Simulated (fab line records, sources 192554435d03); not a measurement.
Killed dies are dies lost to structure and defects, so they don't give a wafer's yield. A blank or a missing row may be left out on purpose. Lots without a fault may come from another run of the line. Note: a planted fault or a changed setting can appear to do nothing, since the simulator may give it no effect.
The tool behind it: which one?    flow n5Finfet    9 lots with 27 wafers sampled at 2 steps, on a route of 1938 steps

== WHAT THE GAUGES SHOWED, per wafer ==
N5_BEOL_M11_INSPECT_30: inspects for defects (brightfield).
lot   measured      on                rawDefectCount
L624  day 10 05:38  defectInspect-01  409 479 571
L628  day 10 18:01  defectInspect-02  391 449 261
L627  day 11 02:00  defectInspect-01  353 518 475
L629  day 12 01:58  defectInspect-02  1327 483 407
L632  day 12 19:55  defectInspect-01  492 454 1405
L639  day 14 13:25  defectInspect-01  469 560 406
L645  day 15 10:39  defectInspect-02  288 411 382
L647  day 16 03:23  defectInspect-01  328 309 270
L646  day 16 20:05  defectInspect-02  273 476 253

== EACH LOT AND THE TOOL THAT RAN IT (in order: tool; ch and the chambers of the sampled wafers; start) ==
lot   N5_BEOL_M11_HM_OPEN_17
L624  rieMetal-03 ch 0,1, day 10 03:49
L628  rieMetal-03 ch 0,1, day 10 15:56
L627  rieMetal-03 ch 0,1, day 10 20:59
L629  rieMetal-03 ch 0,1, day 11 15:24
L632  rieMetal-03 ch 0,1, day 12 18:19
L639  rieMetal-01 ch 0,1, day 14 07:03
L645  rieMetal-03 ch 0,1, day 15 09:58
L647  rieMetal-03 ch 0,1, day 16 02:41
L646  rieMetal-03 ch 0,1, day 16 17:53
- N5_BEOL_M11_HM_OPEN_17: chemistry Cl2/BCl3, target TiN, target depth 20 nm, overetch 6 nm.

== THE ANSWER, worked out from the rows above alone ==
Rule: the lots themselves supply what counts as usual. Put in order of their means at a reading, lots are off if they are a third of the lots or fewer, leave a main group of 4 or more, and stand apart from it by a gap of 3 or more times the standard deviation of the main group's means; of several such gaps the widest counts. A main group is skipped when, at the precision printed for the reading in the tables above, its means are all equal. Also off: a lot with no number at a reading for which 4 or more lots have one. All remaining lots with rows at the step are treated as sound.
Off: L629, L632 (N5_BEOL_M11_INSPECT_30, rawDefectCount). For the main group the mean is 397 and the standard deviation 68.
A tool fits if, at a process step before that reading, it ran every lot that is off, and no sound lot after the first of them. Gauges at N5_BEOL_M11_INSPECT_30: tried the same way as those tools. None of those tried fits.

== WHAT THE SIMULATOR PUT IN ==
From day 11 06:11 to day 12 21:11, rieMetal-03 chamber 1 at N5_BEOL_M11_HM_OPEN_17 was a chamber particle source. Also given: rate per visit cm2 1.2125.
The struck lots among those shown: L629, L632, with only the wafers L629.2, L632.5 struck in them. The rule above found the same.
